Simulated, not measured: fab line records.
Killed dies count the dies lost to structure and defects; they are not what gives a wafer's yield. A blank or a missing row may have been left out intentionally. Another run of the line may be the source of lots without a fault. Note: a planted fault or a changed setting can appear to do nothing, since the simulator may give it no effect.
Matching of chambers :: flow nandHarc :: NHARC_A_STAIRCASE_DESCUM_168 on rieDiel-07: 4 sister chambers
The step chemistry O2, time 3 s. 4 wafers are shown with their chamber, then 12 later ones without.

## EACH WAFER AND ITS CHAMBER
wafer: L091.2
chamber: 1
drypumpMotorCurrentA (A): 5.5

wafer: L090.3
chamber: 2
drypumpMotorCurrentA (A): 5.6

wafer: L090.4
chamber: 3
drypumpMotorCurrentA (A): 6.0

wafer: L090.5
chamber: 0
drypumpMotorCurrentA (A): 5.7

## WAFERS MISSING THEIR CHAMBER
wafer: L090.1
drypumpMotorCurrentA (A): 5.8

wafer: L090.2
drypumpMotorCurrentA (A): 5.5

wafer: L090.6
drypumpMotorCurrentA (A): 6.0

wafer: L093.4
drypumpMotorCurrentA (A): 6.0

wafer: L093.5
drypumpMotorCurrentA (A): 5.5

wafer: L093.6
drypumpMotorCurrentA (A): 5.8

wafer: L092.4
drypumpMotorCurrentA (A): 5.5

wafer: L092.5
drypumpMotorCurrentA (A): 5.6

wafer: L092.6
drypumpMotorCurrentA (A): 5.5

wafer: L094.1
drypumpMotorCurrentA (A): 5.6

wafer: L094.3
drypumpMotorCurrentA (A): 5.5

wafer: L094.4
drypumpMotorCurrentA (A): 5.8

## THE CHAMBER EACH PASSED THROUGH
wafer: L090.1
from the rows above: 0
in truth: 0

wafer: L090.2
from the rows above: 1
in truth: 1

wafer: L090.6
from the rows above: 3
in truth: 3

wafer: L093.4
from the rows above: 3
in truth: 3

wafer: L093.5
from the rows above: 1
in truth: 1

wafer: L093.6
from the rows above: 0
in truth: 0

wafer: L092.4
from the rows above: 1
in truth: 1

wafer: L092.5
from the rows above: 2
in truth: 2

wafer: L092.6
from the rows above: 1
in truth: 1

wafer: L094.1
from the rows above: 2
in truth: 2

wafer: L094.3
from the rows above: 1
in truth: 1

wafer: L094.4
from the rows above: 0
in truth: 0
Correctly placed: 12 of 12. Not placeable from these rows: 0. 0 placed wrongly.
How it was worked out, from the rows above alone: a wafer's distance from a chamber is the root of the sum, over the readings, of the square of ((its reading less the chamber's mean) divided by the reading's scatter). The wafer belongs to the nearest chamber; if the next one is less than 2 further off, it can't be placed. For every chamber, the mean is computed from those of its wafers that are shown. The scatter: with one shown wafer a chamber, the root of the mean of the squares of how far each hidden wafer lies from its nearest shown one.
